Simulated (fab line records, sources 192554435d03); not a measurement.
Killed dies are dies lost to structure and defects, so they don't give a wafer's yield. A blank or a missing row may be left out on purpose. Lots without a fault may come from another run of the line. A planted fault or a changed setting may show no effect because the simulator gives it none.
fab line records | flow n5_finfet
record lots=7 wafers=21 last_day=18
route steps=1938 shown GATE_CUT@492 BEOL_M4@1111 PASSIVATION@1936
lots that met no fault: from a run of the same line without faults
start_h: hours from the record's first day to the start of the lot's first wafer shown | wait_h: hours since the lot's step before | " the same as in the row above | L1.1+2: a row that stands for several wafers | - no value, or no start given | * or withheld: withheld | < > ~ a bound
route shown NAME@n: a module of which the file shows steps, and the number in the route of the first | usual: mean/standard deviation of fault-free wafers | same: alike in all rows | chamber/n: place in a boat | sites: the reading at each site | _std_site: their standard deviation | _edge_site: outer sites' mean less inner sites' | radius_mm: how far each site lies from the wafer's centre | mask NAME#n: copy n | behind: the tool/chamber that last shaped the wafer | hold: why the lot was held/for how many hours/how that ended | device: the transistor (n, p or np) that didn't switch | end of line: the same wafers' tests at the end of the route | a step without rows: its recipe alone | killed: dies lost to structure and defects at the first sort, not the wafer's yield | map: a wafer's dies, x killed, . not, _ none there
set.NAME: the setting as run; set.NAME@STEP: as run at that earlier step | model.NAME: the simulator's own value behind a step, which no gauge read
lots at some steps of the route; a table a step, a row a wafer
services: from which hour (start_h, from the record's first day; less than 0 if before it) a tool's chamber was out of use, for how many hours, and why
## steps
# step N5_GATE_CUT_ETCH_36
# recipe chemistry=CF4 target=SiARC target_depth_a=130 mask_material=CAR-EUV time_s=21.7 ion_energy_ev=80 pressure_mtorr=40 source_w=545 bias_w=36 Ar_flow_sccm=100 cf4_flow_sccm=100 ends=cleared
# step N5_GATE_CUT_ETCH_37
# recipe chemistry=N2/H2 target=SOC target_depth_a=600 overetch_a=120 mask_material=SiARC temp_c=40 time_s=90 ion_energy_ev=200 pressure_mtorr=30 source_w=840 bias_w=150 n2_flow_sccm=200 h2_flow_sccm=200
# usual bias_w=149.9/0.52 chamber_pressure_mTorr=30.002/0.024 drypump_motor_current_A=5.8/0.54 oes_product_au=0.68/0.062 rf_vpp_V=524.3/2.8 showerhead_plenum_p_Torr=2.56/0.095 throttle_valve_pct=17.75/0.24
# columns lot.wafer tool chamber start_h wait_h bias_w chamber_pressure_mTorr drypump_motor_current_A oes_product_au rf_hours_counter_h rf_vpp_V showerhead_plenum_p_Torr throttle_valve_pct
L624.1 rie_diel-04 0 126.16 0.0 150.5 29.974 5.3 0.69 135 527.2 2.67 17.83
L624.4 " 3 " " 150.1 30.026 5.9 0.64 216 520.1 2.40 17.78
L624.5 " 0 " " 150.9 30.021 5.3 0.69 - 528.1 2.67 17.83
L625.2 rie_diel-04 1 133.87 0.0 149.6 30.004 6.3 0.66 182 527.2 2.65 17.69
L625.3 " 3 " " 148.8 30.022 5.9 0.63 219 520.5 2.40 17.78
L625.6 " 1 " " 150.9 30.031 6.3 0.66 - 524.5 2.65 17.68
L635.2 rie_diel-06 0 190.63 0.0 149.5 30.014 5.9 0.65 199 526.6 2.65 18.12
L635.3 " 3 " " 150.0 30.016 5.2 0.65 173 521.1 2.44 18.06
L635.5 " 3 " " 150.4 30.007 5.2 0.65 - 520.9 2.44 18.06
L636.3 rie_diel-02 2 199.27 0.0 149.4 29.997 6.3 0.65 190 519.3 2.43 17.89
L636.4 " 3 " " 150.3 29.979 6.5 0.64 195 523.9 2.54 17.92
L636.5 " 3 " " 150.7 30.006 6.5 0.65 - 522.1 2.54 17.92
L637.1 rie_diel-04 0 205.89 0.0 150.7 29.969 5.3 0.67 159 526.1 2.66 17.88
L637.2 " 1 " " 150.2 29.988 6.3 0.65 205 525.9 2.64 17.72
L637.5 " 2 " " 151.3 30.018 4.9 0.65 - 526.3 2.62 17.70
L639.3 rie_diel-02 3 217.15 0.0 149.4 30.006 6.5 0.64 200 523.4 2.54 17.94
L639.5 " 2 " " 150.4 30.022 6.3 0.65 - 520.4 2.43 17.94
L639.6 " 3 " " 150.1 29.959 6.5 0.64 - 524.3 2.54 17.94
L640.1 rie_diel-02 3 224.60 0.0 150.2 30.008 6.5 0.64 203 522.3 2.54 17.94
L640.2 " 0 " " 150.7 29.998 6.4 0.83 21 523.6 2.59 17.28
L640.5 " 0 " " 150.9 29.985 6.4 0.83 - 525.2 2.59 17.28
# step N5_GATE_CUT_STRIP_38
# recipe chemistry=N2/H2 temp_c=40 n2_flow_sccm=200 h2_flow_sccm=200 rf_frequency_hz=6e+07
# step N5_GATE_CUT_STRIP_39
# recipe chemistry=N2/H2 temp_c=40 n2_flow_sccm=200 h2_flow_sccm=200 rf_frequency_hz=6e+07
# step N5_GATE_CUT_HM_OPEN_40
# recipe chemistry=C4F6/O2 target=SiO2 mask_material=SiARC target_depth_a=1390 time_s=85.1 ion_energy_ev=250 pressure_mtorr=30 source_w=345 bias_w=185 Ar_flow_sccm=300 C4F6_flow_sccm=10 O2_flow_sccm=10 ends=cleared
# step N5_GATE_CUT_STRIP_41
# recipe chemistry=CF4 resist=SiARC power_w=300 bias_power_w=75 pressure_mtorr=50 cf4_flow_sccm=150 rf_frequency_hz=6e+07
# step N5_GATE_CUT_STRIP_42
# recipe chemistry=O2 power_w=400 temp_c=40 pressure_mtorr=30 rf_frequency_hz=6e+07 bias_power_w=0 overash_fraction=0.3 o2_flow_sccm=225
# usual drypump_motor_current_A=5.8/0.54 oes_product_au=0.76/0.075 rf_vpp_V=3.6/0.53 showerhead_plenum_p_Torr=2.11/0.073 throttle_valve_pct=16.59/0.22
# columns lot.wafer tool chamber start_h wait_h drypump_motor_current_A oes_product_au rf_hours_counter_h rf_vpp_V showerhead_plenum_p_Torr throttle_valve_pct
L624.1 rie_diel-04 0 126.32 0.0 5.3 0.76 135 4.4 2.17 16.60
L624.4 " 3 " " 5.9 0.70 217 3.7 1.99 16.74
L624.5 " 0 " " 5.3 0.77 - 3.9 2.17 16.60
L625.2 rie_diel-04 1 134.04 0.0 6.3 0.72 182 3.7 2.16 16.28
L625.3 " 3 " " 5.9 0.70 219 3.0 1.99 16.75
L625.6 " 1 " " 6.2 0.73 - 3.5 2.16 16.31
L635.2 rie_diel-06 0 190.79 0.0 5.9 0.72 199 4.1 2.19 17.02
L635.3 " 3 " " 5.2 0.71 173 4.3 2.02 16.71
L635.5 " 3 " " 5.2 0.71 - 3.8 2.01 16.73
L636.3 rie_diel-02 2 199.44 0.0 6.3 0.74 190 3.6 2.03 16.86
L636.4 " 3 " " 6.4 0.70 195 3.6 2.04 16.51
L636.5 " 3 " " 6.4 0.70 - 3.5 2.04 16.52
L637.1 rie_diel-04 0 206.06 0.0 5.3 0.75 159 4.8 2.16 16.65
L637.2 " 1 " " 6.3 0.71 205 2.9 2.15 16.34
L637.5 " 2 " " 4.9 0.71 - 3.5 2.17 16.72
L639.3 rie_diel-02 3 217.31 0.0 6.4 0.70 200 3.0 2.04 16.54
L639.5 " 2 " " 6.3 0.73 - 3.1 2.03 16.88
L639.6 " 3 " " 6.5 0.70 - 3.9 2.04 16.53
L640.1 rie_diel-02 3 224.77 0.0 6.4 0.71 203 3.1 2.04 16.53
L640.2 " 0 " " 6.4 0.94 22 2.9 2.16 16.35
L640.5 " 0 " " 6.4 0.94 - 3.7 2.16 16.36
# step N5_GATE_CUT_ETCH_19
# recipe chemistry=CH3F/O2 target=SiNx mask_material=SiO2 target_depth_a=537 time_s=76.7 pressure_mtorr=30 source_w=395 bias_w=73 Ar_flow_sccm=150 CH3F_flow_sccm=30 O2_flow_sccm=20 ion_energy_ev=120 ends=cleared
# usual CH3F_flow_sccm=30.00/0.088 O2_flow_sccm=20.01/0.067 drypump_motor_current_A=5.8/0.53 etch_rf_on_time_s=77.6/2.2 mfc_ar_sccm=150.0/0.48 oes_product_au=0.64/0.065 rf_vpp_V=293/6.8 showerhead_plenum_p_Torr=2.01/0.071 throttle_valve_pct=16.27/0.2
# columns lot.wafer tool chamber start_h wait_h CH3F_flow_sccm O2_flow_sccm drypump_motor_current_A etch_rf_on_time_s mfc_ar_sccm oes_product_au rf_hours_counter_h rf_vpp_V showerhead_plenum_p_Torr throttle_valve_pct
L624.1 rie_diel-04 0 126.36 0.0 30.08 20.11 5.3 78.7 149.8 0.64 135 286 2.09 16.36
L624.4 " 3 " " 29.99 20.16 5.9 80.3 149.8 0.59 217 291 1.89 16.39
L624.5 " 0 " " 30.03 20.05 5.4 78.3 149.9 0.65 - 285 2.09 16.39
L625.2 rie_diel-04 1 134.08 0.0 29.98 19.95 6.3 78.2 150.4 0.62 182 301 2.08 16.08
L625.3 " 3 " " 30.07 20.05 5.9 80.0 150.1 0.59 220 292 1.89 16.39
L625.6 " 1 " " 29.92 20.02 6.2 78.0 150.4 0.62 - 299 2.08 16.09
L635.2 rie_diel-06 0 190.83 0.0 29.93 20.01 5.9 76.7 150.1 0.61 199 305 2.07 16.55
L635.3 " 3 " " 29.96 19.96 5.2 76.3 149.8 0.62 173 291 1.89 16.25
L635.5 " 3 " " 29.92 19.96 5.2 76.6 150.9 0.62 - 290 1.89 16.23
L636.3 rie_diel-02 2 199.48 0.0 30.05 19.92 6.3 75.1 149.1 0.63 190 284 1.92 16.41
L636.4 " 3 " " 30.03 20.03 6.5 81.5 150.3 0.59 195 289 1.99 16.45
L636.5 " 3 " " 29.88 19.99 6.5 82.6 150.3 0.59 - 288 1.99 16.44
L637.1 rie_diel-04 0 206.10 0.0 30.08 20.16 5.3 78.7 149.8 0.63 159 287 2.08 16.41
L637.2 " 1 " " 30.16 19.92 6.2 77.6 149.9 0.61 205 300 2.07 16.12
L637.5 " 2 " " 29.97 20.05 4.9 77.4 149.6 0.62 - 291 2.05 16.28
L639.3 rie_diel-02 3 217.35 0.0 29.90 20.07 6.4 81.0 150.8 0.59 200 288 1.99 16.45
L639.5 " 2 " " 30.03 19.98 6.3 76.3 149.3 0.62 - 286 1.91 16.43
L639.6 " 3 " " 29.91 20.02 6.5 81.8 150.1 0.59 - 288 1.99 16.45
L640.1 rie_diel-02 3 224.81 0.0 29.91 19.94 6.4 81.1 149.5 0.59 203 287 1.99 16.46
L640.2 " 0 " " 30.12 19.96 6.4 74.2 150.4 0.81 22 296 2.03 15.89
L640.5 " 0 " " 29.96 20.04 6.4 73.8 149.4 0.80 - 296 2.03 15.88
# step N5_GATE_CUT_CUT_ETCH_53
# recipe chemistry=SF6/Cl2 target=W mask_material=SiO2 target_depth_a=792 pressure_mtorr=8 icp_w=900 bias_w=80 SF6_flow_sccm=40 Cl2_flow_sccm=60 ends=cleared
# usual SF6_flow_sccm=40.03/0.11 bias_w=80.04/0.26 drypump_motor_current_A=5.5/0.34 etch_rf_on_time_s=26.0/1.2 he_backside_leak_sccm=3.33/0.18 oes_product_au=0.68/0.13 throttle_valve_pct=29.1/0.4
# columns lot.wafer tool chamber start_h wait_h SF6_flow_sccm bias_w drypump_motor_current_A etch_rf_on_time_s he_backside_leak_sccm oes_product_au rf_hours_counter_h throttle_valve_pct
L624.1 rie_metal-03 0 126.47 0.1 40.14 79.81 5.7 25.6 3.61 0.67 55 29.2
L624.4 " 1 " " 39.90 79.94 5.9 26.6 3.12 0.73 - 29.5
L624.5 " 1 " " 39.94 79.93 5.9 26.5 3.27 0.72 - 29.6
L625.2 rie_metal-01 1 134.19 0.1 39.99 79.73 5.6 23.6 3.61 0.90 7 28.3
L625.3 " 1 " " 40.03 79.97 5.6 23.5 3.45 0.90 - 28.3
L625.6 " 1 " " 39.90 80.11 5.6 23.6 3.48 0.90 - 28.3
L635.2 rie_metal-03 1 190.94 0.1 40.06 80.05 5.9 26.6 3.36 0.71 38 29.6
L635.3 " 0 " " 40.02 80.40 5.7 25.7 3.42 0.65 - 29.2
L635.5 " 1 " " 40.29 80.19 5.9 26.6 3.35 0.71 - 29.6
L636.3 rie_metal-02 1 199.61 0.1 39.84 79.97 5.5 25.8 3.29 0.55 - 28.9
L636.4 " 0 " " 40.00 80.24 5.0 27.1 3.39 0.55 - 29.2
L636.5 " 0 " " 40.02 79.91 5.0 27.1 3.38 0.55 - 29.2
L637.1 rie_metal-02 0 206.20 0.1 40.03 80.20 4.9 27.1 3.10 0.54 130 29.2
L637.2 " 0 " " 39.98 80.02 4.9 27.2 3.18 0.54 - 29.2
L637.5 " 0 " " 40.03 80.44 4.9 27.3 3.31 0.54 - 29.2
L639.3 rie_metal-01 1 217.48 0.1 40.10 79.74 5.6 23.8 3.65 0.86 - 28.3
L639.5 " 0 " " 40.19 80.22 5.5 26.8 3.03 0.79 - 29.5
L639.6 " 1 " " 40.33 79.79 5.6 23.6 3.47 0.86 - 28.3
L640.1 rie_metal-03 0 224.92 0.1 39.98 80.10 5.7 25.6 3.57 0.65 63 29.2
L640.2 " 1 " " 40.08 80.22 5.9 27.1 3.25 0.69 40 29.6
L640.5 " 0 " " 40.21 79.88 5.7 25.6 3.64 0.65 - 29.2
# step N5_GATE_CUT_CUT_ETCH_54
# recipe chemistry=Cl2/BCl3 target=TiN mask_material=SiO2 target_depth_a=967 pressure_mtorr=10 icp_w=1000 bias_w=126 Cl2_flow_sccm=53.25 bcl3_flow_sccm=21.75 Ar_flow_sccm=25 ends=cleared
# step N5_GATE_CUT_CUT_ETCH_55
# recipe chemistry=BCl3 target=HfO2 mask_material=SiO2 target_depth_a=32 ion_energy_ev=30 pressure_mtorr=5 icp_w=450 bias_w=18 bcl3_flow_sccm=80
# step N5_GATE_CUT_ETCH_47
# recipe chemistry=Cl2/BCl3 target=SiO2 target_depth_a=100 pressure_mtorr=10 icp_w=1000 bias_w=126 Cl2_flow_sccm=53.25 bcl3_flow_sccm=21.75 Ar_flow_sccm=25
# usual bcl3_flow_sccm=21.75/0.07 bias_w=126.0/0.39 drypump_motor_current_A=5.5/0.33 he_backside_leak_sccm=3.38/0.26 mfc_ar_sccm=25.01/0.076 oes_product_au=0.75/0.14 throttle_valve_pct=22.95/0.24
# columns lot.wafer tool chamber start_h wait_h bcl3_flow_sccm bias_w drypump_motor_current_A he_backside_leak_sccm mfc_ar_sccm oes_product_au rf_hours_counter_h throttle_valve_pct
L624.1 rie_metal-03 0 126.62 0.0 21.72 126.5 5.6 3.67 25.12 0.74 55 22.89
L624.4 " 1 " " 21.80 126.4 5.9 3.21 25.05 0.81 - 23.13
L624.5 " 1 " " 21.83 126.1 5.9 3.27 24.99 0.81 - 23.13
L625.2 rie_metal-01 1 134.34 0.0 21.68 126.3 5.6 3.67 25.08 0.96 7 22.41
L625.3 " 1 " " 21.68 125.9 5.6 3.74 25.01 0.95 - 22.42
L625.6 " 1 " " 21.86 126.4 5.6 3.58 25.08 0.96 - 22.41
L635.2 rie_metal-03 1 191.09 0.0 21.68 126.1 5.9 3.38 24.98 0.79 38 23.14
L635.3 " 0 " " 21.78 125.6 5.7 3.56 24.97 0.72 - 22.92
L635.5 " 1 " " 21.78 126.0 5.9 3.26 24.96 0.79 - 23.15
L636.3 rie_metal-02 1 199.75 0.0 21.78 125.2 5.5 3.39 25.09 0.59 - 22.98
L636.4 " 0 " " 21.84 125.8 4.9 3.25 24.99 0.61 - 23.01
L636.5 " 0 " " 21.88 125.5 4.9 3.15 25.04 0.61 - 23.02
L637.1 rie_metal-02 0 206.50 0.1 21.76 125.8 5.0 3.25 25.09 0.61 130 23.04
L637.2 " 0 " " 21.77 126.3 4.9 3.25 24.97 0.61 - 23.03
L637.5 " 0 " " 21.73 125.9 4.9 3.07 25.08 0.61 - 23.03
L639.3 rie_metal-01 1 217.62 0.0 21.65 125.7 5.6 3.54 24.94 0.92 - 22.44
L639.5 " 0 " " 21.72 126.4 5.5 3.30 25.07 0.88 - 23.26
L639.6 " 1 " " 21.70 125.5 5.6 3.59 25.16 0.91 - 22.44
L640.1 rie_metal-03 0 225.07 0.0 21.75 126.1 5.7 3.77 24.87 0.72 63 22.94
L640.2 " 1 " " 21.77 126.1 5.9 3.31 24.93 0.77 40 23.15
L640.5 " 0 " " 21.71 125.6 5.7 3.60 25.10 0.73 - 22.92
# step N5_GATE_CUT_VAPOR_ETCH_48
# recipe chemistry=BCl3/Cl2 target=TiN mode=isotropic
# usual drypump_motor_current_A=5.5/0.33 he_backside_leak_sccm=3.4/0.31 oes_product_au=0.75/0.14
# columns lot.wafer tool chamber start_h wait_h drypump_motor_current_A he_backside_leak_sccm oes_product_au
L624.1 rie_metal-03 0 126.65 0.0 5.7 3.6 0.73
L624.4 " 1 " " 5.9 3.2 0.81
L624.5 " 1 " " 5.9 3.2 0.81
L625.2 rie_metal-01 1 134.37 0.0 5.6 3.5 0.97
L625.3 " 1 " " 5.6 3.6 0.97
L625.6 " 1 " " 5.6 3.4 0.98
L635.2 rie_metal-03 1 191.12 0.0 - - -
L635.3 " 0 " " - - -
L635.5 " 1 " " - - -
L636.3 rie_metal-02 1 199.78 0.0 - - -
L636.4 " 0 " " - - -
L636.5 " 0 " " - - -
L637.1 rie_metal-02 0 206.56 0.1 - - -
L637.2 " 0 " " - - -
L637.5 " 0 " " - - -
L639.3 rie_metal-01 1 217.65 0.0 5.6 3.7 0.93
L639.5 " 0 " " 5.5 3.0 0.90
L639.6 " 1 " " 5.6 3.7 0.94
L640.1 rie_metal-03 0 225.10 0.0 5.6 3.7 0.72
L640.2 " 1 " " 5.9 3.1 0.78
L640.5 " 0 " " 5.7 3.4 0.72
# step N5_GATE_CUT_VAPOR_ETCH_49
# recipe chemistry=BCl3/Cl2 target=TiAlC mode=isotropic
# step N5_BEOL_M4_RC_MEAS_101
# usual DIBL_N=37.0/2.3 DIBL_P=37.3/2.8 IOFF_N=0.17/0.046 IOFF_P=0.23/0.054 ION_N=675/14 ION_P=460/9.3 SS_N=71.7/0.73 SS_P=73.6/0.95 VT_N=249/3.9 VT_P=-250/3.9
# columns lot.wafer tool chamber start_h wait_h DIBL_N[mV/V] DIBL_P[mV/V] IOFF_N[nA/um] IOFF_P[nA/um] ION_N[uA/um] ION_P[uA/um] SS_N[mV/dec] SS_P[mV/dec] VT_N[mV] VT_P[mV]
L624.1 prober-01 0 209.26 0.0 34.9 35.9 0.13 0.15 669 448 71.1 73.2 255 -260
L624.4 " 0 " " 34.7 36.1 0.13 0.16 667 455 71.3 73.0 252 -257
L624.5 " 0 " " 39.3 40.4 0.22 0.21 689 456 72.4 74.9 247 -253
L625.2 prober-01 0 222.07 0.2 38.3 39.4 0.18 0.25 682 467 71.4 74.4 250 -247
L625.3 " 0 " " 34.8 35.4 0.12 0.18 660 459 71.0 72.6 251 -253
L625.6 " 0 " " 34.6 34.6 0.11 0.17 643 453 70.5 72.4 258 -253
L635.2 prober-01 0 286.86 0.2 32.4 33.9 0.12 0.14 668 449 72.0 71.9 252 -257
L635.3 " 0 " " 31.7 34.1 0.11 0.15 659 455 70.6 72.5 255 -256
L635.5 " 0 " " 33.6 35.0 0.13 0.16 662 448 71.6 73.5 253 -254
L636.3 prober-02 0 289.24 0.3 38.5 37.5 0.19 0.24 700 472 70.6 74.1 249 -247
L636.4 " 0 " " 39.1 37.4 0.20 0.24 684 461 71.6 74.4 249 -248
L636.5 " 0 " " 41.1 39.3 0.25 0.29 691 463 72.0 75.2 244 -247
L637.1 prober-01 0 301.78 0.0 34.9 34.2 0.13 0.16 656 450 71.0 71.9 256 -255
L637.2 " 0 " " 36.4 37.6 0.16 0.20 681 464 71.2 73.6 252 -253
L637.5 " 0 " " 33.0 33.7 0.11 0.16 664 457 70.9 72.2 255 -254
L640.1 prober-01 0 317.82 0.0 38.0 41.1 0.18 0.23 674 454 72.3 74.7 250 -254
L640.2 " 0 " " 38.0 40.4 0.19 0.21 681 459 72.0 73.8 250 -251
L640.5 " 0 " " 37.7 39.3 0.19 0.20 666 449 72.0 74.9 249 -256
L639.3 prober-02 0 320.02 0.3 34.7 34.0 0.13 0.18 655 449 71.6 73.3 252 -252
L639.5 " 0 " " 42.4 44.0 0.32 0.37 699 473 74.0 75.3 242 -244
L639.6 " 0 " " 37.3 38.3 0.20 0.25 673 458 72.0 74.7 248 -248
# step N5_PASSIVATION_PROBE_49
# usual defect_limited_yield=91.5/1.3 killed_at_M0_to_M3=36/10 killed_at_M4_up=13/4.7 killed_at_contacts=13/6.7 killed_at_front_end=37/9.7 killed_at_other=2.6/2.3 killed_dies=101/15 killed_open=67/12 killed_short=32/6.7 sort_bin_4_leakage=0.0/0.31 sort_bin_5_function=5.0/0.89 sort_bin_6_memory=3.2/0.63 sort_n_pass=1079/16 sort_yield_pct=91.4/1.4
# same gross_dies=1180 killed_at_back_side=0 sort_bin_8_speed[%]=0
# columns lot.wafer tool chamber start_h wait_h defect_limited_yield[%] killed_at_M0_to_M3 killed_at_M4_up killed_at_contacts killed_at_front_end killed_at_other killed_dies killed_open killed_short sort_bin_4_leakage[%] sort_bin_5_function[%] sort_bin_6_memory[%] sort_n_pass sort_yield_pct[%]
L624.1 prober-01 - 320.34 0.0 92.5 24 14 14 31 5 88 61 27 0 4.1 3.1 1092 92.5
L624.4 prober-01 - 320.49 0.2 92.7 29 8 14 33 2 86 50 36 0 4.2 2.8 1094 92.7
L624.5 prober-01 - 320.54 0.2 93.0 25 20 17 21 0 83 61 22 0 4.5 2.5 1097 93.0
L636.3 prober-02 - 387.10 0.1 92.3 40 12 21 17 1 91 68 21 0 4.7 2.5 1089 92.3
L636.4 prober-02 - 387.15 0.2 93.3 24 9 7 38 1 79 51 25 0 4.1 2.5 1101 93.3
L636.5 prober-02 - 387.20 0.2 93.2 31 12 12 25 0 80 51 25 0 4.0 2.8 1100 93.2
L635.2 prober-02 - 402.43 0.1 92.6 21 15 4 42 5 87 46 32 0 3.9 2.8 1093 92.6
L635.5 prober-02 - 402.58 0.2 89.3 38 22 2 64 0 126 84 40 0 7.1 3.2 1054 89.3
L637.2 prober-02 - 404.42 0.1 89.9 40 7 13 57 2 119 75 40 0 5.8 3.9 1061 89.9
L640.1 prober-02 - 437.77 0.9 90.3 53 17 11 32 1 114 80 34 0 5.7 3.6 1066 90.3
L640.2 prober-02 - 437.82 1.0 90.2 61 7 11 35 2 116 86 28 0 5.3 4.5 1064 90.2
L640.5 prober-02 - 437.97 1.1 89.4 50 19 21 34 1 125 84 40 0 6.6 3.4 1055 89.4
# killed by level:class
L624.1 MOL_CONTACT_COAG:geometric_particle:open=12 BEOL_M3:geometric_particle:open=11 GATE_CUT:geometric_particle:short=7 FIN_SAQP:geometric_particle:short=6 FIN_SAQP:geometric_particle:open=5 BEOL_M4:geometric_particle:open=5 BEOL_M0_SAQP:geometric_particle:short=4 STI_FIN_REVEAL:geometric_particle:open=3
L624.4 BEOL_M0_SAQP:geometric_particle:short=9 MOL_CONTACT_COAG:geometric_particle:open=9 FIN_SAQP:geometric_particle:open=8 BEOL_M0_SAQP:geometric_particle:open=7 FIN_SAQP:geometric_particle:short=6 MOL_CONTACT_COAG:geometric_particle:short=5 BEOL_M1:geometric_particle:open=5 BEOL_M3:geometric_particle:open=5
L624.5 MOL_CONTACT_COAG:geometric_particle:open=13 BEOL_M4:geometric_particle:open=9 BEOL_M0:geometric_particle:open=7 STARTING-WAFER:geometric_particle:open=6 FIN_SAQP:geometric_particle:short=4 MOL_CONTACT_COAG:geometric_particle:short=4 BEOL_M0_SAQP:geometric_particle:open=4 BEOL_M1:geometric_particle:open=4
L636.3 MOL_CONTACT_COAG:geometric_particle:open=17 BEOL_M3:geometric_particle:open=15 BEOL_M1:geometric_particle:open=9 BEOL_M3:geometric_particle:short=7 BEOL_M7:geometric_particle:open=5 MOL_CONTACT_COAG:geometric_particle:short=4 STI_FIN_REVEAL:geometric_particle:open=3 GATE_CUT:geometric_particle:open=3
L636.4 STI_FIN_REVEAL:geometric_particle:open=9 FIN_SAQP:geometric_particle:open=6 MOL_CONTACT_COAG:geometric_particle:open=6 BEOL_M1:geometric_particle:open=6 GATE_CUT:geometric_particle:short=5 BEOL_M2:geometric_particle:open=5 STARTING-WAFER:geometric_particle:short=4 FIN_SAQP:geometric_particle:short=3
L636.5 STI_FIN_REVEAL:geometric_particle:open=10 MOL_CONTACT_COAG:geometric_particle:open=9 BEOL_M3:geometric_particle:open=8 BEOL_M1:geometric_particle:short=6 BEOL_M1:geometric_particle:open=6 STI_FIN_REVEAL:geometric_particle:short=5 FIN_CUT:area_etch=4 MOL_CONTACT_COAG:geometric_particle:short=3
L635.2 FIN_SAQP:geometric_particle:open=9 DUMMY_GATE:geometric_particle:open=7 FIN_SAQP:geometric_particle:short=6 DUMMY_GATE:geometric_particle:short=5 HKMG_FIN:area_etch=5 BEOL_M3:geometric_particle:open=4 BEOL_M0:geometric_particle:open=3 BEOL_M0_SAQP:geometric_particle:short=3
L635.5 FIN_SAQP:geometric_particle:open=24 FIN_SAQP:geometric_particle:short=14 BEOL_M0_SAQP:geometric_particle:open=12 BEOL_M0_SAQP:geometric_particle:short=7 BEOL_M4:geometric_particle:open=7 DUMMY_GATE:geometric_particle:open=5 BEOL_M1:geometric_particle:open=5 BEOL_M2:geometric_particle:open=5
L637.2 FIN_SAQP:geometric_particle:open=14 FIN_SAQP:geometric_particle:short=11 STI_FIN_REVEAL:geometric_particle:open=11 BEOL_M0_SAQP:geometric_particle:short=10 BEOL_M0_SAQP:geometric_particle:open=8 BEOL_M2:geometric_particle:open=8 MOL_CONTACT_COAG:geometric_particle:open=7 STARTING-WAFER:geometric_particle:open=7
L640.1 BEOL_M3:geometric_particle:open=11 MOL_CONTACT_COAG:geometric_particle:open=9 BEOL_M1:geometric_particle:open=8 BEOL_M2:geometric_particle:open=8 BEOL_M0_SAQP:geometric_particle:open=7 BEOL_M1:geometric_particle:short=6 STARTING-WAFER:geometric_particle:open=6 FIN_SAQP:geometric_particle:open=5
L640.2 BEOL_M0_SAQP:geometric_particle:open=17 BEOL_M2:geometric_particle:open=16 STI_FIN_REVEAL:geometric_particle:open=12 MOL_CONTACT_COAG:geometric_particle:open=10 BEOL_M3:geometric_particle:open=10 BEOL_M0_SAQP:geometric_particle:short=9 FIN_SAQP:geometric_particle:open=4 FIN_SAQP:geometric_particle:short=4
L640.5 MOL_CONTACT_COAG:geometric_particle:open=17 FIN_SAQP:geometric_particle:open=12 BEOL_M0_SAQP:geometric_particle:open=11 BEOL_M0_SAQP:geometric_particle:short=11 BEOL_M1:geometric_particle:open=7 BEOL_M2:geometric_particle:open=6 BEOL_M3:geometric_particle:open=6 FIN_SAQP:geometric_particle:short=5
## services
# columns tool chamber start_h hours kind
rie_diel-04 2 105.53 3.5 repair
rie_diel-02 0 133.14 - clean
rie_diel-02 0 133.14 - consumable_replace:focus_ring
rie_diel-02 0 133.14 16.0 scheduled_down
rie_diel-02 0 133.14 16.0 vent_cycle
rie_diel-04 2 140.05 19.5 repair
rie_metal-01 1 176.04 4.8 repair
rie_diel-04 3 180.80 1.6 repair
rie_metal-02 1 204.81 - clean
rie_metal-02 1 204.81 15.8 scheduled_down
rie_metal-02 1 204.81 15.8 vent_cycle
rie_metal-02 0 220.62 - clean
rie_metal-02 0 220.62 19.0 scheduled_down
rie_metal-02 0 220.62 19.0 vent_cycle
rie_diel-02 1 222.31 5.3 repair
## key
first_sign step=N5_GATE_CUT_VAPOR_ETCH_48 reading=tool_record direction=missing
effect none on later readings
met_at N5_GATE_CUT_VAPOR_ETCH_48
struck_wafers L635.2,L635.3,L635.5,L636.3,L636.4,L636.5,L637.1,L637.2,L637.5
rows_end L635.3,L637.1,L637.5
onset_between 126.65 191.12
fault kind=skipped_step_whole tool=rie_metal-02,rie_metal-03 chamber=- onset_h=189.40 steps=N5_GATE_CUT_VAPOR_ETCH_48 scope=struck_lots_only
# rows_end: these wafers met a further fault down the route, and their rows from its step on are left out
